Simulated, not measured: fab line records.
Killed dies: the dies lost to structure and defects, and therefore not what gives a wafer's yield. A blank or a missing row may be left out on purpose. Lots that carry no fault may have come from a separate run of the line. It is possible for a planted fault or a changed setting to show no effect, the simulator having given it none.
fab line records / flow n5Finfet
record lots=4 wafers=12 lastDay=18
route steps=1938 shown SDB@374 DUMMY_REMOVAL@377 HKMG_FIN@385 BEOL_M4@1111 PASSIVATION@1936
lots untouched by any fault: they come from a run of this same line in which no faults occurred
startH: start of the lot's first displayed wafer, in hours after the record's first day / waitH: how many hours have passed since the lot's step before this one / " unchanged from the row above / L1.1+2: one row covering several wafers at once / - value missing, or start not given / * or withheld: withheld / < > ~ a bound
route shown NAME@n: names a module that has steps shown in the file, with the first one's number in the route / usual: the fault-free wafers' mean and standard deviation / same: alike in all rows / chamber/n: place in a boat / sites: per-site readings / _std_site: how widely they spread, as a standard deviation / _edge_site: outer sites' mean less inner sites' / radiusMm: how far each site lies from the wafer's centre / mask NAME#n: copy n / behind: tool/chamber where the wafer was last shaped / hold: the reason the lot was held/the length of the hold in hours/how it ended / device: which transistor (n, p or np) failed to switch / end of line: at the end of the route, the tests of the same wafers / a step given without rows: its recipe and nothing more / killed: the dies lost at the first sort to structure and to defects; this is not the yield of the wafer / map: dies across one wafer; x = killed, . = not, _ = none there
set.NAME: the setting as run; set.NAME@STEP: as run at that earlier step / model.NAME: the simulator's own value behind a step, which no gauge read
lots seen at some steps along the route; tables by step, rows by wafer
services: a tool's chamber out of use, with start hour (startH, from the record's first day; less than 0 if before it), hours out, and reason
## steps
# step N5_SDB_CMP_30
# recipe stopOn=poly-Si tOverpolishS=1.54 postCmpClean=alkalineBrush downForcePsi=4.1491 platenRpm=51.796 padVelocityMS=1.0306 targetThkNm=30
# step N5_DUMMY_REMOVAL_HM_STRIP_01
# recipe chemistry=CH3F/O2 material=SiNx targetDepthA=40 stopOn=poly-Si timeS=6.8 overEtchFrac=0.3 ionEnergyEv=60 powerW=410 biasW=29 Ar_flow_sccm=150 CH3F_flow_sccm=30 O2_flow_sccm=20
# step N5_DUMMY_REMOVAL_STRIP_10
# recipe chemistry=N2/H2 timeS=40 powerW=100 tempC=40 pressureMtorr=100 rfFrequencyHz=6e+07 biasPowerW=3 n2FlowSccm=300 h2FlowSccm=300
# step N5_DUMMY_REMOVAL_PRECLEAN_07
# recipe chemistry=dHF timeS=30 tempC=25 dilution=withheld
# step N5_DUMMY_REMOVAL_DUMMY_REMOVE_02
# recipe chemistry=TMAH tempC=70 target=poly-Si stopOn=SiO2 targetDepthNm=142 concWtPct=5 timeS=57 dry=ipaMarangoni rinseTimeS=30 rinseTempC=23
# step N5_DUMMY_REMOVAL_PRECLEAN_08
# recipe chemistry=NF3:NH3 afsCycles=2 tempC=30 timeS=20 sublimationTempC=180 sublimationTimeS=60 pressureTorr=3 rfPowerW=30
# step N5_DUMMY_REMOVAL_PRECLEAN_04
# recipe chemistry=DHF timeS=37 tempC=25 dilution=500:1
# step N5_DUMMY_REMOVAL_SRD_05
# recipe dry=ipaMarangoni doPpb=5 timeS=30 tempC=23 rinseLiquid=diw
# step N5_HKMG_FIN_IL_REGROW_00
# recipe material=SiO2 targetThkA=7.5 chemistry=O3 tempC=withheld timeS=30
# step N5_HKMG_FIN_HK_ALD_01
# recipe material=HfO2 targetThkA=16 tempC=withheld aldPrecursorFamily=HfCl4 aldCoReactant=H2O pulseTimeS=3 purgeTimeS=3 coReactantPurgeTimeS=2.5 coReactantPulseTimeS=0.3 aldCycles=30
# usual precursorPulseHeightRel=1.002/0.019
# same pulseTimeS=3
lot.wafer=L152.2 tool=aldHk-01 chamber=0 startH=102.41 waitH=0.0 precursorPulseHeightRel=0.998
lot.wafer=L152.3 tool=aldHk-01 chamber=1 startH=102.41 waitH=0.0 precursorPulseHeightRel=0.991
lot.wafer=L152.6 tool=aldHk-01 chamber=2 startH=102.41 waitH=0.0 precursorPulseHeightRel=1.008
lot.wafer=L158.1 tool=aldHk-01 chamber=2 startH=147.85 waitH=0.1 precursorPulseHeightRel=0.985
lot.wafer=L158.2 tool=aldHk-01 chamber=0 startH=147.85 waitH=0.1 precursorPulseHeightRel=1.025
lot.wafer=L158.6 tool=aldHk-01 chamber=3 startH=147.85 waitH=0.1 precursorPulseHeightRel=1.018
lot.wafer=L162.2 tool=aldHk-01 chamber=0 startH=162.82 waitH=0.0 precursorPulseHeightRel=0.973
lot.wafer=L162.5 tool=aldHk-01 chamber=0 startH=162.82 waitH=0.0 precursorPulseHeightRel=1.026
lot.wafer=L162.6 tool=aldHk-01 chamber=3 startH=162.82 waitH=0.0 precursorPulseHeightRel=0.969
lot.wafer=L170.2 tool=aldHk-03 chamber=3 startH=209.43 waitH=0.0 precursorPulseHeightRel=1.022
lot.wafer=L170.3 tool=aldHk-03 chamber=2 startH=209.43 waitH=0.0 precursorPulseHeightRel=0.983
lot.wafer=L170.6 tool=aldHk-03 chamber=3 startH=209.43 waitH=0.0 precursorPulseHeightRel=0.999
# step N5_HKMG_FIN_HK_ANNEAL_02
# recipe tempC=700 timeS=30 ambient=N2 idleTempC=600 rampUpCPerS=150 rampDownCPerS=60 coolToC=600
# step N5_HKMG_FIN_ALD_74
# recipe material=La2O3 targetThkA=5 tempC=250 aldPrecursorFamily=La-Cp aldCoReactant=O3 pulseTimeS=6 coReactantPulseTimeS=1 purgeTimeS=3 coReactantPurgeTimeS=3
# step N5_HKMG_FIN_ALD_75
# recipe material=Al2O3 targetThkA=10 tempC=150 aldPrecursorFamily=TMA aldCoReactant=H2O pulseTimeS=withheld coReactantPulseTimeS=1
# step N5_HKMG_FIN_COAT_41
# recipe resist=SOC tempC=250 timeS=60 spinRpm=1500 resistThkNm=300
# step N5_HKMG_FIN_COAT_42
# recipe resist=SiARC tempC=220 timeS=60 spinRpm=1500 resistThkNm=35
# step N5_HKMG_FIN_COAT_43
# recipe resist=CAR-ArF spinRpm=1500 resistThkNm=90
# step N5_HKMG_FIN_EBR_45
# recipe solvent=PGMEA ebrWidthMm=1.5
# step N5_HKMG_FIN_SOFTBAKE_44
# recipe tempC=110 timeS=60 resist=CAR-ArF
# step N5_HKMG_FIN_EXPOSE_46
# recipe maskId=NDIPOLE na=1.35 sourceShape=conventional sigmaOuter=0.8 polarization=unpolarized doseMj=40
# step N5_HKMG_FIN_PEB_47
# recipe pebTempC=withheld pebTimeS=60 resist=CAR-ArF
# step N5_HKMG_FIN_DEVELOP_48
# recipe developTimeS=30 developer=TMAH resist=CAR-ArF rinseLiquid=diw dry=airSpin devTempC=23
# step N5_HKMG_FIN_DESCUM_53
# recipe chemistry=O2 timeS=7.9 sourcePowerW=50 biasPowerW=20 pressureMtorr=20 rfFrequencyHz=2.712e+07 tempC=40 resist=CAR-ArF o2FlowSccm=225
# step N5_HKMG_FIN_ETCH_54
# recipe chemistry=CF4 target=SiARC targetDepthA=455 maskMaterial=CAR-ArF timeS=75.8 ionEnergyEv=80 pressureMtorr=40 sourceW=545 biasW=36 Ar_flow_sccm=100 cf4FlowSccm=100 ends=cleared
# step N5_HKMG_FIN_ETCH_55
# recipe chemistry=N2/H2 target=SOC targetDepthA=2400 tempC=40 timeS=300 ionEnergyEv=200 maskMaterial=SiARC pressureMtorr=30 sourceW=840 biasW=150 n2FlowSccm=200 h2FlowSccm=200
# step N5_HKMG_FIN_STRIP_56
# recipe chemistry=N2/H2 tempC=40 n2FlowSccm=200 h2FlowSccm=200 rfFrequencyHz=6e+07
# step N5_HKMG_FIN_STRIP_57
# recipe chemistry=CF4 resist=SiARC powerW=300 biasPowerW=75 pressureMtorr=50 cf4FlowSccm=150 rfFrequencyHz=6e+07
# step N5_HKMG_FIN_ETCH_58
# recipe chemistry=N2/H2 target=SOC targetDepthA=2158 ionEnergyEv=50 biasW=13 timeS=741 pressureMtorr=30 sourceW=875 n2FlowSccm=200 h2FlowSccm=200
# step N5_HKMG_FIN_STRIP_93
# recipe chemistry=N2/H2 material=SOC timeS=20 powerW=500 tempC=40 pressureMtorr=50 rfFrequencyHz=6e+07 biasPowerW=8 h2Frac=0.5 n2FlowSccm=300 h2FlowSccm=300
# step N5_HKMG_FIN_WET_ETCH_76
# recipe chemistry=dNH4OH mix=1:50 tempC=25 target=Al2O3 stopOn=La2O3 targetDepthNm=2.25 dry=ipaMarangoni rinseTimeS=30 rinseTempC=23
# step N5_HKMG_FIN_STRIP_60
# recipe chemistry=N2/H2 powerW=2500 tempC=300 h2Frac=0.65 timeS=360 pressureMtorr=withheld n2FlowSccm=1750 h2FlowSccm=3250
# step N5_HKMG_FIN_WET_ETCH_77
# recipe chemistry=dHCl mix=1:10000 tempC=25 target=La2O3 stopOn=HfO2 targetDepthNm=2
# step N5_HKMG_FIN_WET_ETCH_78
# recipe chemistry=dNH4OH mix=1:50 tempC=25 target=Al2O3 stopOn=La2O3 targetDepthNm=4.5 dry=ipaMarangoni rinseTimeS=30 rinseTempC=23
# step N5_HKMG_FIN_ALD_79
# recipe material=TiN targetThkA=15 tempC=400 aldPrecursorFamily=TiCl4 aldCoReactant=NH3 pulseTimeS=1 purgeTimeS=3 coReactantPurgeTimeS=2 coReactantPulseTimeS=2 aldCycles=68 pressureTorr=3
# step N5_HKMG_FIN_CVD_62
# recipe material=a-Si targetThkA=30 tempC=500 precursor=Si2H6 pressureTorr=1 timeS=20.8
# step N5_HKMG_FIN_RTA_80
# recipe tempC=withheld timeS=2 ambient=N2 idleTempC=600 rampUpCPerS=150 rampDownCPerS=60 coolToC=600
# step N5_HKMG_FIN_PRECLEAN_64
# recipe chemistry=dHF timeS=30 tempC=25 dilution=withheld
# step N5_HKMG_FIN_THK_MEAS_70
# recipe thkMeasGauge=xrf reads=HfO2_of_HKMG_FIN_HK_ALD_01
# usual HK_THK=1.602/0.017
lot.wafer=L152.2 tool=filmMetro-02 chamber=- startH=106.46 waitH=0.2 HK_THK[nm]=1.614
lot.wafer=L152.3 tool=filmMetro-02 chamber=- startH=106.46 waitH=0.2 HK_THK[nm]=1.583
lot.wafer=L152.6 tool=filmMetro-02 chamber=- startH=106.46 waitH=0.2 HK_THK[nm]=1.576
lot.wafer=L158.1 tool=filmMetro-01 chamber=- startH=151.62 waitH=0.2 HK_THK[nm]=1.277
lot.wafer=L158.2 tool=filmMetro-01 chamber=- startH=151.62 waitH=0.2 HK_THK[nm]=1.275
lot.wafer=L158.6 tool=filmMetro-01 chamber=- startH=151.62 waitH=0.2 HK_THK[nm]=1.257
lot.wafer=L162.2 tool=filmMetro-02 chamber=- startH=166.42 waitH=0.2 HK_THK[nm]=1.250
lot.wafer=L162.5 tool=filmMetro-02 chamber=- startH=166.42 waitH=0.2 HK_THK[nm]=1.243
lot.wafer=L162.6 tool=filmMetro-02 chamber=- startH=166.42 waitH=0.2 HK_THK[nm]=1.276
lot.wafer=L170.2 tool=filmMetro-02 chamber=- startH=216.45 waitH=0.2 HK_THK[nm]=1.554
lot.wafer=L170.3 tool=filmMetro-02 chamber=- startH=216.45 waitH=0.2 HK_THK[nm]=1.593
lot.wafer=L170.6 tool=filmMetro-02 chamber=- startH=216.45 waitH=0.2 HK_THK[nm]=1.599
# step N5_BEOL_M4_RC_MEAS_101
# usual DIBL_N=36.5/2 DIBL_P=36.5/2.3 IOFF_N=0.16/0.036 IOFF_P=0.21/0.037 ION_N=672/12 ION_P=459/7.1 SS_N=71.6/0.73 SS_P=73.4/0.76 VT_N=250/3.3 VT_P=-250.5/2.9
lot.wafer=L152.2 tool=prober-01 chamber=0 startH=195.08 waitH=0.2 DIBL_N[mV/V]=33.8 DIBL_P[mV/V]=33.6 IOFF_N[nA/um]=0.12 IOFF_P[nA/um]=0.17 ION_N[uA/um]=663 ION_P[uA/um]=459 SS_N[mV/dec]=70.6 SS_P[mV/dec]=72.7 VT_N[mV]=254 VT_P[mV]=-252.6
lot.wafer=L152.3 tool=prober-01 chamber=0 startH=195.08 waitH=0.2 DIBL_N[mV/V]=33.8 DIBL_P[mV/V]=33.8 IOFF_N[nA/um]=0.13 IOFF_P[nA/um]=0.18 ION_N[uA/um]=676 ION_P[uA/um]=461 SS_N[mV/dec]=70.0 SS_P[mV/dec]=73.0 VT_N[mV]=251 VT_P[mV]=-252.3
lot.wafer=L152.6 tool=prober-01 chamber=0 startH=195.08 waitH=0.2 DIBL_N[mV/V]=34.6 DIBL_P[mV/V]=33.9 IOFF_N[nA/um]=0.13 IOFF_P[nA/um]=0.17 ION_N[uA/um]=670 ION_P[uA/um]=459 SS_N[mV/dec]=70.1 SS_P[mV/dec]=73.0 VT_N[mV]=255 VT_P[mV]=-252.6
lot.wafer=L158.1 tool=prober-02 chamber=0 startH=260.12 waitH=0.0 DIBL_N[mV/V]=35.7 DIBL_P[mV/V]=36.0 IOFF_N[nA/um]=0.14 IOFF_P[nA/um]=0.21 ION_N[uA/um]=675 ION_P[uA/um]=461 SS_N[mV/dec]=70.8 SS_P[mV/dec]=73.1 VT_N[mV]=252 VT_P[mV]=-249.6
lot.wafer=L158.2 tool=prober-02 chamber=0 startH=260.12 waitH=0.0 DIBL_N[mV/V]=35.5 DIBL_P[mV/V]=34.8 IOFF_N[nA/um]=0.14 IOFF_P[nA/um]=0.19 ION_N[uA/um]=663 ION_P[uA/um]=462 SS_N[mV/dec]=70.7 SS_P[mV/dec]=73.2 VT_N[mV]=252 VT_P[mV]=-251.4
lot.wafer=L158.6 tool=prober-02 chamber=0 startH=260.12 waitH=0.0 DIBL_N[mV/V]=36.1 DIBL_P[mV/V]=35.6 IOFF_N[nA/um]=0.15 IOFF_P[nA/um]=0.21 ION_N[uA/um]=667 ION_P[uA/um]=464 SS_N[mV/dec]=71.2 SS_P[mV/dec]=72.3 VT_N[mV]=250 VT_P[mV]=-248.3
lot.wafer=L162.2 tool=prober-01 chamber=0 startH=263.44 waitH=0.2 DIBL_N[mV/V]=35.1 DIBL_P[mV/V]=37.3 IOFF_N[nA/um]=0.15 IOFF_P[nA/um]=0.19 ION_N[uA/um]=672 ION_P[uA/um]=458 SS_N[mV/dec]=71.6 SS_P[mV/dec]=73.6 VT_N[mV]=249 VT_P[mV]=-253.4
lot.wafer=L162.5 tool=prober-01 chamber=0 startH=263.44 waitH=0.2 DIBL_N[mV/V]=35.8 DIBL_P[mV/V]=37.3 IOFF_N[nA/um]=0.15 IOFF_P[nA/um]=0.18 ION_N[uA/um]=661 ION_P[uA/um]=446 SS_N[mV/dec]=71.5 SS_P[mV/dec]=72.8 VT_N[mV]=252 VT_P[mV]=-254.1
lot.wafer=L162.6 tool=prober-01 chamber=0 startH=263.44 waitH=0.2 DIBL_N[mV/V]=32.5 DIBL_P[mV/V]=34.1 IOFF_N[nA/um]=0.11 IOFF_P[nA/um]=0.15 ION_N[uA/um]=664 ION_P[uA/um]=455 SS_N[mV/dec]=70.5 SS_P[mV/dec]=72.5 VT_N[mV]=251 VT_P[mV]=-255.7
lot.wafer=L170.2 tool=prober-01 chamber=0 startH=332.22 waitH=0.2 DIBL_N[mV/V]=41.1 DIBL_P[mV/V]=42.9 IOFF_N[nA/um]=0.27 IOFF_P[nA/um]=0.25 ION_N[uA/um]=704 ION_P[uA/um]=461 SS_N[mV/dec]=72.7 SS_P[mV/dec]=75.0 VT_N[mV]=245 VT_P[mV]=-252.2
lot.wafer=L170.3 tool=prober-01 chamber=0 startH=332.22 waitH=0.2 DIBL_N[mV/V]=35.5 DIBL_P[mV/V]=37.8 IOFF_N[nA/um]=0.14 IOFF_P[nA/um]=0.19 ION_N[uA/um]=664 ION_P[uA/um]=454 SS_N[mV/dec]=71.2 SS_P[mV/dec]=73.7 VT_N[mV]=253 VT_P[mV]=-253.2
lot.wafer=L170.6 tool=prober-01 chamber=0 startH=332.22 waitH=0.2 DIBL_N[mV/V]=36.7 DIBL_P[mV/V]=38.2 IOFF_N[nA/um]=0.16 IOFF_P[nA/um]=0.19 ION_N[uA/um]=677 ION_P[uA/um]=455 SS_N[mV/dec]=71.6 SS_P[mV/dec]=74.5 VT_N[mV]=251 VT_P[mV]=-254.5
# step N5_PASSIVATION_PROBE_49
# usual defectLimitedYield=91.4/1.4 killed_at_M0_to_M3=33/11 killed_at_M4_up=13/5.3 killedAtContacts=13/6.1 killedAtFrontEnd=40/11 killedAtOther=2.9/2.7 killedDies=102/17 killedOpen=68/13 killedShort=32/7.5 sort_bin_4_leakage=0.00/0.022 sort_bin_5_function=5.1/0.98 sort_bin_6_memory=3.2/0.69 sortNPass=1077/21 sortYieldPct=91.3/1.7
# same grossDies=1180 killedAtBackSide=0 sort_bin_8_speed[%]=0
lot.wafer=L152.2 tool=prober-02 chamber=- startH=316.22 waitH=0.1 defectLimitedYield[%]=88.2 killed_at_M0_to_M3=32 killed_at_M4_up=14 killedAtContacts=18 killedAtFrontEnd=73 killedAtOther=2 killedDies=139 killedOpen=101 killedShort=37 sort_bin_4_leakage[%]=0 sort_bin_5_function[%]=7.2 sort_bin_6_memory[%]=4.3 sortNPass=1041 sortYieldPct[%]=88.2
lot.wafer=L152.3 tool=prober-02 chamber=- startH=316.27 waitH=0.1 defectLimitedYield[%]=91.0 killed_at_M0_to_M3=25 killed_at_M4_up=12 killedAtContacts=10 killedAtFrontEnd=51 killedAtOther=8 killedDies=106 killedOpen=68 killedShort=37 sort_bin_4_leakage[%]=0 sort_bin_5_function[%]=5.5 sort_bin_6_memory[%]=3.1 sortNPass=1074 sortYieldPct[%]=91.0
lot.wafer=L152.6 tool=prober-02 chamber=- startH=316.42 waitH=0.3 defectLimitedYield[%]=89.0 killed_at_M0_to_M3=55 killed_at_M4_up=6 killedAtContacts=12 killedAtFrontEnd=55 killedAtOther=2 killedDies=130 killedOpen=97 killedShort=33 sort_bin_4_leakage[%]=0 sort_bin_5_function[%]=6.8 sort_bin_6_memory[%]=4.2 sortNPass=1050 sortYieldPct[%]=89.0
lot.wafer=L158.1 tool=prober-02 chamber=- startH=390.28 waitH=0.0 defectLimitedYield[%]=91.8 killed_at_M0_to_M3=34 killed_at_M4_up=8 killedAtContacts=19 killedAtFrontEnd=32 killedAtOther=4 killedDies=97 killedOpen=66 killedShort=28 sort_bin_4_leakage[%]=0 sort_bin_5_function[%]=4.7 sort_bin_6_memory[%]=3.1 sortNPass=1083 sortYieldPct[%]=91.8
lot.wafer=L158.2 tool=prober-02 chamber=- startH=390.33 waitH=0.1 defectLimitedYield[%]=92.2 killed_at_M0_to_M3=33 killed_at_M4_up=4 killedAtContacts=10 killedAtFrontEnd=42 killedAtOther=3 killedDies=92 killedOpen=57 killedShort=25 sort_bin_4_leakage[%]=0 sort_bin_5_function[%]=3.6 sort_bin_6_memory[%]=3.2 sortNPass=1088 sortYieldPct[%]=92.2
lot.wafer=L158.6 tool=prober-02 chamber=- startH=390.53 waitH=0.3 defectLimitedYield[%]=89.5 killed_at_M0_to_M3=59 killed_at_M4_up=4 killedAtContacts=17 killedAtFrontEnd=42 killedAtOther=2 killedDies=124 killedOpen=70 killedShort=48 sort_bin_4_leakage[%]=0 sort_bin_5_function[%]=5.4 sort_bin_6_memory[%]=4.7 sortNPass=1056 sortYieldPct[%]=89.5
lot.wafer=L162.2 tool=prober-02 chamber=- startH=391.87 waitH=0.1 defectLimitedYield[%]=91.4 killed_at_M0_to_M3=30 killed_at_M4_up=14 killedAtContacts=9 killedAtFrontEnd=42 killedAtOther=7 killedDies=102 killedOpen=75 killedShort=22 sort_bin_4_leakage[%]=0 sort_bin_5_function[%]=4.6 sort_bin_6_memory[%]=3.5 sortNPass=1078 sortYieldPct[%]=91.4
lot.wafer=L162.5 tool=prober-02 chamber=- startH=392.02 waitH=0.2 defectLimitedYield[%]=88.1 killed_at_M0_to_M3=54 killed_at_M4_up=17 killedAtContacts=9 killedAtFrontEnd=48 killedAtOther=12 killedDies=140 killedOpen=87 killedShort=51 sort_bin_4_leakage[%]=0 sort_bin_5_function[%]=6.3 sort_bin_6_memory[%]=4.7 sortNPass=1040 sortYieldPct[%]=88.1
lot.wafer=L162.6 tool=prober-02 chamber=- startH=392.07 waitH=0.3 defectLimitedYield[%]=89.5 killed_at_M0_to_M3=52 killed_at_M4_up=13 killedAtContacts=11 killedAtFrontEnd=40 killedAtOther=8 killedDies=124 killedOpen=75 killedShort=47 sort_bin_4_leakage[%]=0 sort_bin_5_function[%]=6.4 sort_bin_6_memory[%]=3.6 sortNPass=1056 sortYieldPct[%]=89.5
# killed by level:class
L152.2 FIN_SAQP:geometricParticle:open=27 STI_FIN_REVEAL:geometricParticle:open=17 MOL_CONTACT_COAG:geometricParticle:open=15 FIN_SAQP:geometricParticle:short=10 BEOL_M2:geometricParticle:open=9 BEOL_M3:geometricParticle:open=7 DUMMY_GATE:geometricParticle:open=5 BEOL_M0_SAQP:geometricParticle:short=5
L152.3 FIN_SAQP:geometricParticle:open=22 BEOL_M0_SAQP:geometricParticle:open=9 STI_FIN_REVEAL:geometricParticle:open=7 FIN_SAQP:geometricParticle:short=6 BEOL_M0_SAQP:geometricParticle:short=6 MOL_CONTACT_COAG:geometricParticle:open=5 MOL_CONTACT_COAG:geometricParticle:short=5 BEOL_M4:geometricParticle:short=4
L152.6 STI_FIN_REVEAL:geometricParticle:open=18 BEOL_M2:geometricParticle:open=16 BEOL_M0_SAQP:geometricParticle:open=14 MOL_CONTACT_COAG:geometricParticle:open=11 GATE_CUT:geometricParticle:short=7 BEOL_M2:geometricParticle:short=7 BEOL_M3:geometricParticle:open=7 FIN_SAQP:geometricParticle:open=6
L158.1 MOL_CONTACT_COAG:geometricParticle:open=17 BEOL_M0_SAQP:geometricParticle:open=15 FIN_SAQP:geometricParticle:open=7 BEOL_M0_SAQP:geometricParticle:short=7 FIN_SAQP:geometricParticle:short=6 BEOL_M2:geometricParticle:open=5 BEOL_M7:geometricParticle:open=5 STI_FIN_REVEAL:geometricParticle:open=4
L158.2 BEOL_M0_SAQP:geometricParticle:open=13 FIN_SAQP:geometricParticle:open=9 MOL_CONTACT_COAG:geometricParticle:open=8 BEOL_M0_SAQP:geometricParticle:short=7 FIN_SAQP:geometricParticle:short=5 GATE_CUT:geometricParticle:open=5 BEOL_M1:geometricParticle:open=5 HKMG_FIN:areaAld=5
L158.6 BEOL_M0_SAQP:geometricParticle:open=17 BEOL_M0_SAQP:geometricParticle:short=14 MOL_CONTACT_COAG:geometricParticle:open=9 GATE_CUT:geometricParticle:short=8 FIN_SAQP:geometricParticle:open=7 MOL_CONTACT_COAG:geometricParticle:short=7 BEOL_M1:geometricParticle:open=6 BEOL_M2:geometricParticle:open=6
L162.2 BEOL_M3:geometricParticle:open=10 MOL_CONTACT_COAG:geometricParticle:open=9 STI_FIN_REVEAL:geometricParticle:open=8 BEOL_M0_SAQP:geometricParticle:open=7 BEOL_M2:geometricParticle:open=6 FIN_SAQP:geometricParticle:open=5 DUMMY_GATE:geometricParticle:open=5 MIM_TOP_ETCH:geometricParticle:short=5
L162.5 BEOL_M0_SAQP:geometricParticle:short=13 BEOL_M1:geometricParticle:open=13 BEOL_M3:geometricParticle:open=9 MOL_CONTACT_COAG:geometricParticle:open=8 BEOL_M0_SAQP:geometricParticle:open=8 FIN_SAQP:geometricParticle:short=7 STARTING-WAFER:geometricParticle:open=7 FIN_SAQP:geometricParticle:open=6
L162.6 BEOL_M3:geometricParticle:open=14 STI_FIN_REVEAL:geometricParticle:open=12 BEOL_M0_SAQP:geometricParticle:open=12 BEOL_M0_SAQP:geometricParticle:short=10 MOL_CONTACT_COAG:geometricParticle:open=7 FIN_SAQP:geometricParticle:open=6 FIN_SAQP:geometricParticle:short=6 GATE_CUT:geometricParticle:short=6
## services
tool=aldHk-03 chamber=- startH=126.65 hours=8.7 kind=pm
tool=aldHk-03 chamber=- startH=195.74 hours=0.9 kind=repair
## key
firstSign step=N5_HKMG_FIN_THK_MEAS_70 reading=HK_THK direction=down sigmas=20 usual=1.602 struck=1.263
effect none on later readings
metAt N5_HKMG_FIN_HK_ALD_01
struckWafers L158.1,L158.2,L158.6,L162.2,L162.5,L162.6
onsetBetween 102.41 147.85
fault kind=siteProfileDrift tool=aldHk-01 chamber=- onsetH=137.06 steps=N5_HKMG_FIN_HK_ALD_01 basis=fraction maxAbsDrift=0.47414 slopeSharePerHr=105.36 sitePattern=0,0,0,0,0,-1,-1,-1,-1
